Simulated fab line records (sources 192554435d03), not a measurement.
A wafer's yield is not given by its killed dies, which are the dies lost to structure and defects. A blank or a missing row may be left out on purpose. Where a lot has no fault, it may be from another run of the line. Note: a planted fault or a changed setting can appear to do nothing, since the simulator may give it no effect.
Matching of chambers	flow n5-finfet	rie-diel-06 running N5_MOL_CONTACT_COAG_ETCH_106: 4 sister chambers
The step etches SOC in N2/H2, target depth 80 nm, overetch 16 nm, time 120 s. 18 wafers are shown with their chamber, then 9 later ones without.

## WAFERS WITH THEIR CHAMBER
wafer	chamber	drypump-motor-current-A (A)	showerhead-plenum-p-Torr (Torr)	throttle-valve-pct (%)
L080.2	2	6.3	2.41	18.06
L080.3	0	5.8	2.66	17.97
L080.6	2	6.3	2.41	18.09
L082.2	1	5.5	2.53	18.19
L082.3	2	6.3	2.41	18.08
L082.5	1	5.5	2.54	18.18
L085.1	2	6.3	2.40	18.10
L085.2	1	5.5	2.53	18.20
L085.3	3	5.2	2.43	17.59
L086.3	2	6.3	2.40	18.08
L086.5	0	5.8	2.65	17.99
L086.6	1	5.5	2.53	18.20
L087.3	1	5.4	2.53	18.21
L087.4	3	5.2	2.43	17.62
L087.5	0	5.8	2.65	18.00
L091.2	3	5.2	2.42	17.61
L091.3	0	5.8	2.65	18.02
L091.6	3	5.2	2.43	17.62

SIGNATURES, as means of the wafers listed above
reading	chamber 0	chamber 1	chamber 2	chamber 3	scatter within a chamber
drypump-motor-current-A	5.800	5.480	6.300	5.200	0.0239
showerhead-plenum-p-Torr	2.6525	2.5320	2.4060	2.4275	0.005
throttle-valve-pct	17.9950	18.1960	18.0820	17.6100	0.0154
Rule: a wafer's distance from a chamber is the root of the sum, over the readings, of the square of ((its reading less the chamber's mean) divided by the reading's scatter). If the next closest chamber is less than 2 further off than the closest, the wafer can't be placed; otherwise it belongs to the closest. How the scatter is found: for the shown wafers, subtract from each reading the mean of its chamber, square and add these, divide the total by (wafers less chambers), then take the root.

## WAFERS MISSING THEIR CHAMBER
wafer	drypump-motor-current-A (A)	showerhead-plenum-p-Torr (Torr)	throttle-valve-pct (%)
L092.1	5.8	2.65	18.02
L092.2	5.2	2.42	17.62
L092.5	5.4	2.52	18.22
L093.1	5.8	2.65	18.02
L093.2	6.3	2.72	17.58
L093.5	6.3	2.72	17.55
L097.1	5.2	2.42	17.64
L097.4	6.3	2.72	17.57
L097.6	5.4	2.52	18.23

## EACH ONE'S CHAMBER
wafer	from the rows above	in truth
L092.1	0	0
L092.2	3	3
L092.5	1	1
L093.1	0	0
L093.2	0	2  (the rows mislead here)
L093.5	0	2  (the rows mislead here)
L097.1	3	3
L097.4	0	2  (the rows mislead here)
L097.6	1	1
Correctly placed: 6 of 9. Number that these rows cannot place: 0. Placed wrongly: 3.
